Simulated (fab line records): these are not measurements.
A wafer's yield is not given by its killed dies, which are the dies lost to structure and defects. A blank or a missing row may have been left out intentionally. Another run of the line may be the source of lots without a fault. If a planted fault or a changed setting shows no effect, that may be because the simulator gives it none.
Chamber matching ; flow n5_finfet ; 4 sister chambers for N5_BEOL_M14_STRIP_37 on rie_diel-01
The step strips in O2. 8 wafers are shown with their chamber, then 7 later ones without.

## WAFERS WITH THEIR CHAMBER
wafer;chamber;drypump_motor_current_A (A);showerhead_plenum_p_Torr (Torr)
L077.1;0;5.3;2.14
L075.1;3;5.8;2.14
L075.4;1;4.9;2.03
L079.1;3;5.8;2.13
L079.2;1;4.8;2.03
L079.3;0;5.3;2.14
L096.2;2;5.5;2.06
L096.4;2;5.5;2.06

## WAFERS WHOSE CHAMBER IS MISSING
wafer;drypump_motor_current_A (A);showerhead_plenum_p_Torr (Torr)
L096.6;4.9;2.02
L095.1;5.8;2.12
L095.2;5.3;2.13
L095.3;4.9;2.02
L095.4;5.3;2.13
L095.5;5.8;2.12
L095.6;4.9;2.02

## THE CHAMBER EACH PASSED THROUGH
wafer;from the rows above;in truth
L096.6;1;1
L095.1;3;3
L095.2;0;0
L095.3;1;1
L095.4;0;0
L095.5;3;3
L095.6;1;1
7 of 7 placed correctly. Left unplaced by these rows: 0. 0 placed wrongly.
How it was worked out, from the rows above alone: a wafer's distance from a chamber is the root of the sum, over the readings, of the square of ((its reading less the chamber's mean) divided by the reading's scatter). If the next closest chamber is less than 2 further off than the closest, the wafer can't be placed; otherwise it belongs to the closest. For every chamber, the mean is computed from those of its wafers that are shown. The scatter is the square root of a quotient: the sum, over the shown wafers, of each reading's squared deviation from its chamber's mean, divided by wafers minus chambers.
